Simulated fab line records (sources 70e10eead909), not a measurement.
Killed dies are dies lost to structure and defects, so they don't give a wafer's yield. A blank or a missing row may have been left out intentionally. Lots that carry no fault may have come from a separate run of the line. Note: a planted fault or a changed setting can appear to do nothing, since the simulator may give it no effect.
The tool behind it: which one? / flow nand-harc / Sampling: 12 lots, 36 wafers, 3 of 1302 route steps

== WHAT EACH GAUGE READ, for each wafer ==
NHARC_P_ZERO_WELL_CD_MEAS_52: the cd target is 2000 nm.
lot=L249; measured=day 2 11:49; on=cd-sem-02; cd-nm (nm)=2000.4 1999.9 1999.8
lot=L253; measured=day 4 04:48; on=cd-sem-01; cd-nm (nm)=2001.8 1998.9 2000.4
lot=L258; measured=day 6 05:47; on=cd-sem-02; cd-nm (nm)=1999.5 2021.0 2000.6
lot=L259; measured=day 6 15:30; on=cd-sem-01; cd-nm (nm)=2018.8 1999.4 1999.5
lot=L262; measured=day 7 21:38; on=cd-sem-03; cd-nm (nm)=1997.8 1999.7 1998.5
lot=L265; measured=day 9 03:37; on=cd-sem-01; cd-nm (nm)=1999.3 1999.2 2000.5
lot=L266; measured=day 9 13:50; on=cd-sem-01; cd-nm (nm)=2002.2 2001.4 2001.0
lot=L267; measured=day 9 23:36; on=cd-sem-02; cd-nm (nm)=2000.0 1999.2 1999.2
lot=L268; measured=day 10 09:55; on=cd-sem-02; cd-nm (nm)=2000.2 1998.7 2001.2
lot=L269; measured=day 10 19:44; on=cd-sem-03; cd-nm (nm)=2000.8 2002.5 2000.2
lot=L270; measured=day 11 05:47; on=cd-sem-03; cd-nm (nm)=2001.5 2001.9 2000.5
lot=L271; measured=day 11 15:56; on=cd-sem-02; cd-nm (nm)=2000.0 1998.4 1999.2

NHARC_P_ZERO_WELL_INSPECT_43.
lot=L249; measured=day 2 13:38; on=defect-inspect-01; raw-defect-count=30 11 15
lot=L253; measured=day 4 06:38; on=defect-inspect-02; raw-defect-count=13 11 9
lot=L258; measured=day 6 07:37; on=defect-inspect-01; raw-defect-count=17 12 8
lot=L259; measured=day 6 17:20; on=defect-inspect-01; raw-defect-count=20 18 27
lot=L262; measured=day 8 02:05; on=defect-inspect-01; raw-defect-count=6 22 4
lot=L265; measured=day 9 05:25; on=defect-inspect-01; raw-defect-count=32 24 15
lot=L266; measured=day 9 16:09; on=defect-inspect-02; raw-defect-count=7 8 11
lot=L267; measured=day 10 01:25; on=defect-inspect-02; raw-defect-count=13 11 6
lot=L268; measured=day 10 11:53; on=defect-inspect-01; raw-defect-count=6 13 14
lot=L269; measured=day 10 21:35; on=defect-inspect-01; raw-defect-count=10 8 28
lot=L270; measured=day 11 07:36; on=defect-inspect-01; raw-defect-count=8 9 15
lot=L271; measured=day 11 17:45; on=defect-inspect-02; raw-defect-count=15 11 19

== WHAT TOOL EACH LOT RAN ON (gives the tool, then ch and the chambers of the sampled wafers, and finally the start) ==
lot=L249; NHARC_P_ZERO_WELL_EXPOSE_49=krf-scanner-04 ch 0, day 2 11:39
lot=L253; NHARC_P_ZERO_WELL_EXPOSE_49=krf-scanner-01 ch 0, day 4 04:39
lot=L258; NHARC_P_ZERO_WELL_EXPOSE_49=krf-scanner-03 ch 0, day 6 05:39
lot=L259; NHARC_P_ZERO_WELL_EXPOSE_49=krf-scanner-03 ch 0, day 6 15:21
lot=L262; NHARC_P_ZERO_WELL_EXPOSE_49=krf-scanner-04 ch 0, day 7 21:29
lot=L265; NHARC_P_ZERO_WELL_EXPOSE_49=krf-scanner-03 ch 0, day 9 03:28
lot=L266; NHARC_P_ZERO_WELL_EXPOSE_49=krf-scanner-01 ch 0, day 9 13:42
lot=L267; NHARC_P_ZERO_WELL_EXPOSE_49=krf-scanner-03 ch 0, day 9 23:27
lot=L268; NHARC_P_ZERO_WELL_EXPOSE_49=krf-scanner-04 ch 0, day 10 09:46
lot=L269; NHARC_P_ZERO_WELL_EXPOSE_49=krf-scanner-04 ch 0, day 10 19:35
lot=L270; NHARC_P_ZERO_WELL_EXPOSE_49=krf-scanner-01 ch 0, day 11 05:38
lot=L271; NHARC_P_ZERO_WELL_EXPOSE_49=krf-scanner-03 ch 0, day 11 15:47
- NHARC_P_ZERO_WELL_EXPOSE_49: exposes mask P HVPW, target cd 2000 nm.

== AS READ BY THE TOOLS THEMSELVES (means over the sampled wafers that have a number; for cases with no such wafer, the mark the record gives instead) ==
The record holds no such reading with a usual standard deviation.

== THE ANSWER, worked out from the rows above alone ==
Rule: the usual values come from the lots themselves. The widest of any qualifying gaps counts: lots, ordered by their means at a reading, are off when they make up no more than a third of the lots, leave a main group of 4 or more, and stand apart from it by 3 or more times the standard deviation of that group's means. If all means in a main group match to the digits the tables above print for the reading, that group is not used. A lot without any number at a reading at which 4 lots or more have one is off too. Where the step has rows for the other lots, those lots are counted as sound. After the gauges, taken in route order, come the tools' own readings; for these a lot's mean is taken, as printed above. The first step at which some lot is off is used, and at that step the reading that is off furthest; a lot without a number counts as furthest.
Off: L258, L259 (NHARC_P_ZERO_WELL_CD_MEAS_52, cd-nm). Mean 2000.1 nm and standard deviation 0.9 in the main group.
A tool fits if, at a process step before that reading, it ran every lot that is off, and no sound lot after the first of them. Gauges at NHARC_P_ZERO_WELL_CD_MEAS_52: tried the same way as those tools. None of those tried fits.

== WHAT THE SIMULATOR HAD INSERTED ==
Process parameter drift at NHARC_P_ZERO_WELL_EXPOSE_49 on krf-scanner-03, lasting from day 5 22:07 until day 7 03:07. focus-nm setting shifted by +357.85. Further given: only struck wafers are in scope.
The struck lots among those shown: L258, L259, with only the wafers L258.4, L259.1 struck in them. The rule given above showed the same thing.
